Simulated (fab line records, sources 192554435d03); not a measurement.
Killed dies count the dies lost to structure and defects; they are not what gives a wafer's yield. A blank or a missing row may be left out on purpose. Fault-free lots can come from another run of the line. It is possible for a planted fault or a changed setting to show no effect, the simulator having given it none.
fab line records	flow n5-finfet	part 1 of 2: steps 1 to 32 of 44
[record] lots = 7	wafers = 19	last-day = 18
route steps=1938 shown BEOL_M3@938 BEOL_M4@1111
lots untouched by any fault: they come from a run of this same line in which no faults occurred
start-h: hours from the record's first day to the start of the lot's first wafer shown	wait-h: how many hours have passed since the lot's step before this one	" unchanged from the row above	L1.1+2: a single row standing in for several wafers	- either no value or no given start	* or withheld: withheld	< > ~ a bound
route shown NAME@n: a module of which the file shows steps, and the number in the route of the first	usual: mean/standard deviation taken from wafers without a fault	same: alike in all rows	chamber/n: place in a boat	sites: each site's reading	_std_site: standard deviation across them	_edge_site: the outer-site mean with the inner-site mean subtracted	radius-mm: how far each site lies from the wafer's centre	mask NAME#n: copy n	behind: the tool/chamber that last shaped the wafer	hold: why the lot was held/for how many hours/how that ended	device: transistor that didn't switch, given as n, p or np	end of line: tests of these same wafers at the route's end	for a step that has no rows: nothing shown but its recipe	killed: count of dies lost to structure and defects at first sort (not the wafer's yield)	map: shows each die of a wafer: x if killed, . if not, _ if none is there
set.NAME: the setting that was run; set.NAME@STEP: the one run at that earlier step	model.NAME: the simulator's own value behind a step, which no gauge read
lots at selected steps of the route; one table per step, one row per wafer
services: the hour from which a tool's chamber was out of use, counted from the record's first day as start-h (under 0 if before that day), plus the number of hours and why
[[steps]]
[step N5_BEOL_M3_COAT_05]
[recipe] resist = CAR-EUV	spin-rpm = 1500	resist-thk-nm = 30
[step N5_BEOL_M3_EBR_07]
[recipe] solvent = PGMEA	ebr-width-mm = 1.5
[step N5_BEOL_M3_SOFTBAKE_06]
[recipe] temp-c = 110	time-s = 60	resist = CAR-EUV
[step N5_BEOL_M3_EXPOSE_08]
[recipe] mask-id = M3	na = 0.33	source-shape = dipole	sigma-inner = 0.369	sigma-outer = 0.767	polarization = unpolarized	dose-mj = 33
[step N5_BEOL_M3_PEB_09]
[recipe] peb-temp-c = 100	peb-time-s = 60	resist = CAR-EUV
[step N5_BEOL_M3_DEVELOP_10]
[recipe] develop-time-s = 30	developer = TMAH	resist = CAR-EUV	rinse-liquid = surfactant-rinse	dry = air-spin	dev-temp-c = 23
[step N5_BEOL_M3_CD_MEAS_11]
[recipe] target-cd-nm = 17.05	landing-energy-ev = 500	detector = se-inlens	polarity = opening
[usual] cd-nm = 17.08/0.23
lot.wafer	tool	chamber	start-h	wait-h	cd-nm
L810.3	cd-sem-02	0	171.01	-	16.77
L810.4	"	0	"	"	17.10
L810.5	"	0	"	"	16.98
L814.2	cd-sem-01	0	194.10	-	17.32
L814.4	"	0	"	"	17.29
L814.5	"	0	"	"	17.30
L821.2	cd-sem-01	0	241.24	-	16.86
L821.4	"	0	"	"	16.81
L821.5	"	0	"	"	16.82
L823.1	cd-sem-02	0	245.98	-	16.71
L823.3	"	0	"	"	16.67
L823.5	"	0	"	"	17.03
L826.1	cd-sem-03	0	254.46	-	16.85
L826.6	"	0	"	"	17.52
L824.1	cd-sem-01	0	262.88	-	17.33
L824.6	"	0	"	"	16.80
L827.1	cd-sem-03	0	268.51	-	17.05
L827.2	"	0	"	"	16.97
L827.6	"	0	"	"	16.79
[step N5_BEOL_M3_OVL_MEAS_12]
[recipe] points-per-wafer = 522
[usual] M3_OVL = -0.1/0.67
lot.wafer	tool	chamber	start-h	wait-h	M3_OVL[nm]
L810.3	overlay-01	0	171.05	0.0	-0.6
L810.4	"	0	"	"	-0.3
L810.5	"	0	"	"	-0.2
L814.2	overlay-02	0	194.13	0.0	-1.6
L814.4	"	0	"	"	-1.0
L814.5	"	0	"	"	-0.9
L821.2	overlay-02	0	241.27	0.0	-0.3
L821.4	"	0	"	"	-0.4
L821.5	"	0	"	"	-1.2
L823.1	overlay-02	0	246.01	0.0	0.8
L823.3	"	0	"	"	1.4
L823.5	"	0	"	"	1.5
L826.1	overlay-02	0	254.49	0.0	0.2
L826.6	"	0	"	"	-0.8
L824.1	overlay-01	0	262.91	0.0	-0.7
L824.6	"	0	"	"	-0.9
L827.1	overlay-01	0	268.54	0.0	-0.9
L827.2	"	0	"	"	-0.1
L827.6	"	0	"	"	0.0
[step N5_BEOL_M3_INSPECT_13]
[recipe] mode = adi	inspect-instrument = brightfield
[usual] raw-defect-count = 440/100
lot.wafer	tool	chamber	start-h	wait-h	raw-defect-count
L810.3	defect-inspect-01	-	171.09	0.0	629
L810.4	"	-	"	"	440
L810.5	"	-	"	"	458
L814.2	defect-inspect-02	-	194.19	0.0	361
L814.4	"	-	"	"	317
L814.5	"	-	"	"	470
L821.2	defect-inspect-02	-	241.32	0.0	384
L821.4	"	-	"	"	461
L821.5	"	-	"	"	376
L823.1	defect-inspect-01	-	246.07	0.1	263
L823.3	"	-	"	"	284
L823.5	"	-	"	"	359
L826.1	defect-inspect-02	-	254.55	0.1	538
L826.6	"	-	"	"	545
L824.1	defect-inspect-02	-	262.97	0.1	386
L824.6	"	-	"	"	362
L827.1	defect-inspect-01	-	268.60	0.1	572
L827.2	"	-	"	"	625
L827.6	"	-	"	"	501
[step N5_BEOL_M3_DESCUM_16]
[recipe] chemistry = O2	time-s = 7	source-power-w = 50	bias-power-w = 20	pressure-mtorr = 20	rf-frequency-hz = 2.712e+07	temp-c = 40	resist = CAR-EUV	o2-flow-sccm = 225
[step N5_BEOL_M3_ETCH_74]
[recipe] chemistry = N2/H2	target = underlayer	target-depth-a = 65	mask-material = CAR-EUV	time-s = 5.2	ion-energy-ev = 200	pressure-mtorr = 30	source-w = 840	bias-w = 150	n2-flow-sccm = 200	h2-flow-sccm = 200	ends = cleared
[step N5_BEOL_M3_ETCH_63]
[recipe] chemistry = CF4	target = SiARC	target-depth-a = 156	mask-material = CAR-EUV	time-s = 26	ion-energy-ev = 80	pressure-mtorr = 40	source-w = 545	bias-w = 36	Ar_flow_sccm = 100	cf4-flow-sccm = 100	ends = cleared
[usual] bias-w = 36.00/0.1	drypump-motor-current-A = 5.81/0.24	etch-rf-on-time-s = 26.0/0.61	oes-product-au = 0.67/0.079	rf-vpp-V = 184.3/1	showerhead-plenum-p-Torr = 2.16/0.07	throttle-valve-pct = 15.61/0.3
lot.wafer	tool	chamber	start-h	wait-h	bias-w	drypump-motor-current-A	etch-rf-on-time-s	oes-product-au	rf-hours-counter-h	rf-vpp-V	showerhead-plenum-p-Torr	throttle-valve-pct
L810.3	rie-diel-05	3	171.18	0.0	36.05	5.62	25.4	0.78	23	185.4	2.18	15.49
L810.4	"	2	"	"	35.78	6.06	26.0	0.60	-	182.9	2.05	15.95
L810.5	"	3	"	"	36.09	5.64	25.3	0.78	-	185.0	2.18	15.50
L814.2	rie-diel-03	1	194.27	0.0	36.13	6.36	27.4	0.60	169	185.1	2.21	15.31
L814.4	"	0	"	"	36.04	5.58	25.4	0.76	-	184.0	2.19	15.44
L814.5	"	2	"	"	35.90	5.72	25.7	0.75	-	185.3	2.27	15.31
L821.2	rie-diel-06	0	241.50	0.0	36.09	6.12	26.2	0.59	229	185.1	2.12	15.83
L821.4	"	2	"	"	35.96	5.83	25.2	0.64	183	184.9	2.13	15.81
L821.5	"	0	"	"	36.03	6.12	26.3	0.60	-	184.4	2.12	15.84
L823.1	rie-diel-05	2	246.17	0.0	35.93	6.04	26.1	0.58	222	183.0	2.04	15.99
L823.3	"	0	"	"	35.96	5.63	26.2	0.76	24	184.3	2.19	15.15
L823.5	"	0	"	"	35.99	5.62	26.5	0.76	-	183.6	2.19	15.17
L826.1	rie-diel-05	1	254.83	0.0	36.14	5.91	26.3	0.58	233	183.2	2.20	16.00
L826.6	"	2	"	"	35.96	6.09	26.6	0.57	-	184.4	2.04	16.00
L824.1	rie-diel-05	2	263.73	0.0	36.09	6.06	26.5	0.57	228	183.2	2.04	15.97
L824.6	"	0	"	"	35.95	5.60	26.8	0.74	-	184.7	2.19	15.19
L827.1	rie-diel-03	0	270.76	0.0	35.90	5.62	25.6	0.74	67	184.0	2.18	15.49
L827.2	"	2	"	"	36.01	5.70	25.7	0.72	80	186.1	2.26	15.36
L827.6	"	0	"	"	35.87	5.64	25.8	0.73	-	184.5	2.18	15.49
[step N5_BEOL_M3_ETCH_64]
[recipe] chemistry = N2/H2	target = SOC	target-depth-a = 750	overetch-a = 150	mask-material = SiARC	temp-c = 40	time-s = 112.5	ion-energy-ev = 200	pressure-mtorr = 30	source-w = 840	bias-w = 150	n2-flow-sccm = 200	h2-flow-sccm = 200
[usual] bias-w = 150.0/0.52	drypump-motor-current-A = 5.81/0.24	oes-product-au = 0.62/0.069	rf-vpp-V = 524.5/2.4	showerhead-plenum-p-Torr = 2.57/0.082	throttle-valve-pct = 17.8/0.34
lot.wafer	tool	chamber	start-h	wait-h	bias-w	drypump-motor-current-A	oes-product-au	rf-hours-counter-h	rf-vpp-V	showerhead-plenum-p-Torr	throttle-valve-pct	model.SiARC_of_BEOL_M3_COAT_62.thk-nm	model.BEOL_M3.cd-offset-nm
L810.3	rie-diel-05	3	171.21	0.0	149.9	5.62	0.71	23	525.5	2.58	17.6	6.6	0
L810.4	"	2	"	"	149.7	6.08	0.56	-	521.7	2.43	18.1	7	-0.6
L810.5	"	3	"	"	149.7	5.64	0.71	-	526.4	2.58	17.6	6.6	-0.2
L814.2	rie-diel-03	1	194.30	0.0	149.3	6.31	0.57	169	527.8	2.64	17.5	7	0.2
L814.4	"	0	"	"	150.2	5.64	0.71	-	527.0	2.61	17.9	6.6	0.6
L814.5	"	2	"	"	150.1	5.71	0.70	-	528.8	2.69	17.4	6.6	0.6
L821.2	rie-diel-06	0	241.52	0.0	150.7	6.11	0.56	229	522.0	2.50	17.9	7	0.4
L821.4	"	2	"	"	150.0	5.85	0.59	183	524.7	2.54	18.1	6.6	0.2
L821.5	"	0	"	"	150.3	6.13	0.55	-	521.9	2.50	17.9	7	0.4
L823.1	rie-diel-05	2	246.20	0.0	150.3	6.06	0.54	222	521.4	2.42	18.2	8.6	-0.6
L823.3	"	0	"	"	150.0	5.63	0.71	24	524.0	2.60	17.3	6.8	-0.2
L823.5	"	0	"	"	149.9	5.66	0.71	-	524.7	2.60	17.3	6.8	0
L826.1	rie-diel-05	1	254.86	0.0	149.3	5.92	0.54	233	524.5	2.62	18.2	8.4	-0.4
L826.6	"	2	"	"	150.4	6.11	0.54	-	521.2	2.42	18.2	8.6	-0.2
L824.1	rie-diel-05	2	263.76	0.0	150.6	6.06	0.54	228	520.6	2.42	18.2	8.6	-0.6
L824.6	"	0	"	"	149.7	5.64	0.69	-	526.8	2.59	17.4	8.6	-0.8
L827.1	rie-diel-03	0	270.79	0.0	148.9	5.59	0.67	67	525.3	2.60	17.9	6.6	0
L827.2	"	2	"	"	149.8	5.71	0.67	80	528.2	2.68	17.5	6.8	0.2
L827.6	"	0	"	"	149.3	5.59	0.67	-	524.7	2.60	17.9	6.6	-0.2
[step N5_BEOL_M3_STRIP_65]
[recipe] chemistry = N2/H2	temp-c = 40	n2-flow-sccm = 200	h2-flow-sccm = 200	rf-frequency-hz = 6e+07
[step N5_BEOL_M3_STRIP_75]
[recipe] chemistry = N2/H2	temp-c = 40	n2-flow-sccm = 200	h2-flow-sccm = 200	rf-frequency-hz = 6e+07
[step N5_BEOL_M3_STRIP_66]
[recipe] chemistry = CF4	resist = SiARC	power-w = 300	bias-power-w = 75	pressure-mtorr = 50	cf4-flow-sccm = 150	rf-frequency-hz = 6e+07
[usual] bias-power-w = 74.99/0.23	drypump-motor-current-A = 5.80/0.24	oes-product-au = 0.78/0.086	rf-vpp-V = 271.4/1.6	showerhead-plenum-p-Torr = 1.81/0.058	throttle-valve-pct = 13.6/0.31
lot.wafer	tool	chamber	start-h	wait-h	bias-power-w	drypump-motor-current-A	oes-product-au	rf-hours-counter-h	rf-vpp-V	showerhead-plenum-p-Torr	throttle-valve-pct
L810.3	rie-diel-05	3	171.33	0.0	75.04	5.62	0.89	23	274.4	1.83	13.4
L810.4	"	2	"	"	75.09	6.03	0.70	-	268.0	1.72	13.9
L810.5	"	3	"	"	75.13	5.60	0.88	-	272.9	1.83	13.4
L814.2	rie-diel-03	1	194.43	0.0	75.14	6.34	0.72	169	272.5	1.85	13.3
L814.4	"	0	"	"	74.72	5.64	0.87	-	270.9	1.84	13.4
L814.5	"	2	"	"	74.76	5.71	0.86	-	273.6	1.90	13.3
L821.2	rie-diel-06	0	241.65	0.0	74.89	6.10	0.70	229	271.0	1.77	13.8
L821.4	"	2	"	"	75.14	5.83	0.73	183	273.0	1.79	13.8
L821.5	"	0	"	"	74.57	6.12	0.70	-	271.6	1.77	13.8
L823.1	rie-diel-05	2	246.33	0.0	74.78	6.08	0.68	222	270.4	1.71	14.0
L823.3	"	0	"	"	75.26	5.60	0.90	24	271.0	1.84	13.1
L823.5	"	0	"	"	75.18	5.59	0.89	-	271.6	1.84	13.1
L826.1	rie-diel-05	1	254.98	0.0	75.06	5.92	0.68	233	273.0	1.84	14.0
L826.6	"	2	"	"	75.27	6.06	0.68	-	269.2	1.71	14.0
L824.1	rie-diel-05	2	263.89	0.0	74.61	6.02	0.68	228	269.9	1.71	14.0
L824.6	"	0	"	"	75.26	5.60	0.87	-	272.7	1.84	13.1
L827.1	rie-diel-03	0	270.92	0.0	74.85	5.66	0.85	67	272.5	1.83	13.5
L827.2	"	2	"	"	75.17	5.73	0.83	80	273.4	1.89	13.3
L827.6	"	0	"	"	74.81	5.65	0.85	-	271.0	1.83	13.5
[step N5_BEOL_M3_HM_OPEN_17]
[recipe] chemistry = Cl2/BCl3	target-depth-a = 200	overetch-a = 60	target = TiN	mask-material = SOC	ion-energy-ev = 150	pressure-mtorr = 10	icp-w = 1000	bias-w = 126	Cl2_flow_sccm = 53.25	bcl3-flow-sccm = 21.75	Ar_flow_sccm = 25
[usual] bias-w = 126.0/0.37	drypump-motor-current-A = 5.9/0.3	mfc-cl2-sccm = 53.25/0.16	oes-product-au = 0.66/0.11	throttle-valve-pct = 22.15/0.2
lot.wafer	tool	chamber	start-h	wait-h	bias-w	drypump-motor-current-A	mfc-cl2-sccm	oes-product-au	rf-hours-counter-h	throttle-valve-pct	model.BEOL_M3.cd-offset-nm
L810.3	rie-metal-02	1	171.40	0.1	125.8	5.9	53.04	0.53	-	22.43	0
L810.4	"	0	"	"	126.3	6.2	53.20	0.52	-	22.16	-0.6
L810.5	"	1	"	"	126.1	5.9	53.24	0.53	-	22.43	0
L814.2	rie-metal-02	1	194.50	0.1	126.2	5.9	53.08	0.51	-	22.44	0.4
L814.4	"	1	"	"	126.4	5.9	53.55	0.52	-	22.43	0.6
L814.5	"	1	"	"	126.3	5.9	53.31	0.52	-	22.42	0.8
L821.2	rie-metal-02	0	241.69	0.0	125.3	6.2	53.02	0.81	2	21.94	0
L821.4	"	1	"	"	125.9	5.8	53.22	0.52	-	22.43	0
L821.5	"	1	"	"	125.8	5.9	53.55	0.52	-	22.44	0.2
L823.1	rie-metal-01	0	246.37	0.0	126.0	6.3	53.32	0.65	56	21.92	-0.8
L823.3	"	0	"	"	126.1	6.3	53.17	0.63	-	21.95	-0.4
L823.5	"	0	"	"	126.4	6.3	53.08	0.64	-	21.96	-0.2
L826.1	rie-metal-02	0	255.02	0.0	125.2	6.2	53.41	0.81	3	21.92	-0.6
L826.6	"	0	"	"	125.7	6.2	53.87	0.81	-	21.91	-0.2
L824.1	rie-metal-02	0	263.93	0.0	126.1	6.2	53.21	0.80	5	21.91	-0.6
L824.6	"	0	"	"	126.3	6.2	53.23	0.80	-	21.95	-1
L827.1	rie-metal-02	0	279.44	8.5	125.6	6.2	53.11	0.80	6	21.93	0
L827.2	"	1	"	"	126.1	5.9	53.53	0.88	0	22.11	0.2
L827.6	"	0	"	"	126.0	6.2	53.34	0.80	-	21.92	-0.2
[step N5_BEOL_M3_STRIP_19]
[recipe] chemistry = O2	power-w = 400	temp-c = 40	pressure-mtorr = 30	rf-frequency-hz = 6e+07	bias-power-w = 0	overash-fraction = 0.2	o2-flow-sccm = 225
[step N5_BEOL_M3_CD_MEAS_18]
[recipe] pitch-nm = 36	target-cd-nm = 18
[usual] cd-nm = 18.1/0.37
lot.wafer	tool	chamber	start-h	wait-h	cd-nm
L810.3	cd-sem-03	-	171.56	0.1	18.2
L810.4	"	-	"	"	17.6
L810.5	"	-	"	"	18.0
L814.2	cd-sem-01	-	194.74	0.1	18.3
L814.4	"	-	"	"	18.8
L814.5	"	-	"	"	18.6
L821.2	cd-sem-01	-	241.97	0.1	18.2
L821.4	"	-	"	"	17.8
L821.5	"	-	"	"	18.5
L823.1	cd-sem-01	-	246.66	0.1	17.4
L823.3	"	-	"	"	17.4
L823.5	"	-	"	"	17.8
L826.1	cd-sem-01	-	255.29	0.0	17.5
L826.6	"	-	"	"	17.7
L824.1	cd-sem-01	-	264.41	0.0	17.5
L824.6	"	-	"	"	16.8
L827.1	cd-sem-02	-	279.77	0.0	18.1
L827.2	"	-	"	"	18.5
L827.6	"	-	"	"	17.9
[step N5_BEOL_M3_COAT_67]
[recipe] resist = SOC	temp-c = 250	time-s = 60	spin-rpm = 1500	resist-thk-nm = 60
[step N5_BEOL_M3_COAT_68]
[recipe] resist = SiARC	temp-c = 220	time-s = 60	spin-rpm = 1500	resist-thk-nm = 12
[step N5_BEOL_M3_COAT_76]
[recipe] resist = underlayer	temp-c = 205	time-s = 60	spin-rpm = 1500	resist-thk-nm = 5
[step N5_BEOL_M3_COAT_22]
[recipe] resist = CAR-EUV	spin-rpm = 1500	resist-thk-nm = 30
[step N5_BEOL_M3_EBR_24]
[recipe] solvent = PGMEA	ebr-width-mm = 1.5
[step N5_BEOL_M3_SOFTBAKE_23]
[recipe] temp-c = 110	time-s = 60	resist = CAR-EUV
[step N5_BEOL_M3_EXPOSE_25]
[recipe] mask-id = V2	na = 0.33	source-shape = quasar	sigma-inner = 0.2	sigma-outer = 0.8	polarization = unpolarized	defocus-nm = 5	dose-mj = 63
[step N5_BEOL_M3_PEB_26]
[recipe] peb-temp-c = 100	peb-time-s = 60	resist = CAR-EUV
[step N5_BEOL_M3_DEVELOP_27]
[recipe] develop-time-s = 30	developer = TMAH	resist = CAR-EUV	rinse-liquid = surfactant-rinse	dry = air-spin	dev-temp-c = 23
[step N5_BEOL_M3_CD_MEAS_28]
[recipe] target-cd-nm = 25.7	landing-energy-ev = 500	detector = se-inlens	target-cd-y-nm = 23.3	polarity = opening
[usual] cd-nm = 25.77/0.24
lot.wafer	tool	chamber	start-h	wait-h	cd-nm
L810.3	cd-sem-01	0	171.88	-	25.88
L810.4	"	0	"	"	25.98
L810.5	"	0	"	"	25.83
L814.2	cd-sem-03	0	195.07	-	25.78
L814.4	"	0	"	"	26.20
L814.5	"	0	"	"	25.24
L821.2	cd-sem-01	0	242.41	-	25.62
L821.4	"	0	"	"	25.90
L821.5	"	0	"	"	25.63
L823.1	cd-sem-03	0	247.11	-	25.38
L823.3	"	0	"	"	25.44
L823.5	"	0	"	"	25.35
L826.1	cd-sem-01	0	255.74	-	25.75
L826.6	"	0	"	"	26.18
L824.1	cd-sem-02	0	264.73	-	25.88
L824.6	"	0	"	"	25.85
L827.1	cd-sem-01	0	280.21	-	25.61
L827.2	"	0	"	"	25.45
L827.6	"	0	"	"	25.64
[step N5_BEOL_M3_OVL_MEAS_29]
[recipe] points-per-wafer = 522
[usual] V2_OVL = -0.1/0.64
lot.wafer	tool	chamber	start-h	wait-h	V2_OVL[nm]
L810.3	overlay-02	0	171.92	0.0	-0.1
L810.4	"	0	"	"	-0.6
L810.5	"	0	"	"	-0.1
L814.2	overlay-02	0	195.13	0.1	0.8
L814.4	"	0	"	"	0.0
L814.5	"	0	"	"	0.3
L821.2	overlay-02	0	242.45	0.0	1.0
L821.4	"	0	"	"	0.6
L821.5	"	0	"	"	0.0
L823.1	overlay-02	0	247.14	0.0	0.0
L823.3	"	0	"	"	-0.5
L823.5	"	0	"	"	0.5
L826.1	overlay-02	0	255.78	0.0	-0.5
L826.6	"	0	"	"	-0.2
L824.1	overlay-01	0	264.78	0.1	-0.1
L824.6	"	0	"	"	-0.6
L827.1	overlay-01	0	280.24	0.0	-1.0
L827.2	"	0	"	"	-0.4
L827.6	"	0	"	"	-0.9
[step N5_BEOL_M3_INSPECT_30]
[recipe] mode = adi	inspect-instrument = brightfield
[usual] raw-defect-count = 436/100
lot.wafer	tool	chamber	start-h	wait-h	raw-defect-count
L810.3	defect-inspect-02	-	171.96	0.0	706
L810.4	"	-	"	"	451
L810.5	"	-	"	"	498
L814.2	defect-inspect-01	-	195.18	0.0	325
L814.4	"	-	"	"	306
L814.5	"	-	"	"	441
L821.2	defect-inspect-01	-	242.50	0.0	332
L821.4	"	-	"	"	440
L821.5	"	-	"	"	359
L823.1	defect-inspect-01	-	247.20	0.1	256
L823.3	"	-	"	"	293
L823.5	"	-	"	"	366
L826.1	defect-inspect-01	-	255.84	0.1	524
L826.6	"	-	"	"	495
L824.1	defect-inspect-01	-	264.84	0.1	379
L824.6	"	-	"	"	340
L827.1	defect-inspect-01	-	280.30	0.1	559
L827.2	"	-	"	"	654
L827.6	"	-	"	"	500
[step N5_BEOL_M3_DESCUM_33]
[recipe] chemistry = O2	time-s = 7	source-power-w = 50	bias-power-w = 20	pressure-mtorr = 20	rf-frequency-hz = 2.712e+07	temp-c = 40	resist = CAR-EUV	o2-flow-sccm = 225
[[key]]
[first-sign] step = N5_BEOL_M3_CD_MEAS_18	reading = cd-nm	direction = down	sigmas = 1.9	usual = 18.1	struck = 17.4
[effect] step = N5_BEOL_M3_OCD_MEAS_38	reading = trench-depth-nm	direction = down	sigmas = 8.7	usual = 55.5	struck = 46.7
[effect] step = N5_BEOL_M4_RC_MEAS_101	reading = CHAIN_V2_max_site	direction = up	sigmas = 37	usual = 239	struck = ~571
[effect] step = N5_BEOL_M4_RC_MEAS_101	reading = CHAIN_V3_max_site	direction = up	sigmas = 34	usual = 241	struck = ~571
[model-effect] step = N5_BEOL_M3_ETCH_64	value = SiARC_of_BEOL_M3_COAT_62.thk-nm	without = 6.92	struck = 8.56
[model-effect] step = N5_BEOL_M3_HM_OPEN_17	value = BEOL_M3.cd-offset-nm	without = 0.04	struck = -0.64
met-at N5_BEOL_M3_ETCH_64
struck-wafers L823.1,L824.1,L824.6,L826.1,L826.6
sort-left-out L823.1,L824.1,L824.6,L826.1,L826.6
onset-between 171.21 246.20
[fault] kind = process-parameter-drift	tool = rie-diel-05	chamber = -	onset-h = 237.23	steps = N5_BEOL_M3_ETCH_64	channel = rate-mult	offset = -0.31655	shape = step	end-h = 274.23	scope = struck-wafers-only
// sort-left-out: the simulated sort isn't trusted on such a fault, so these wafers' sort isn't shown, and their yield isn't known
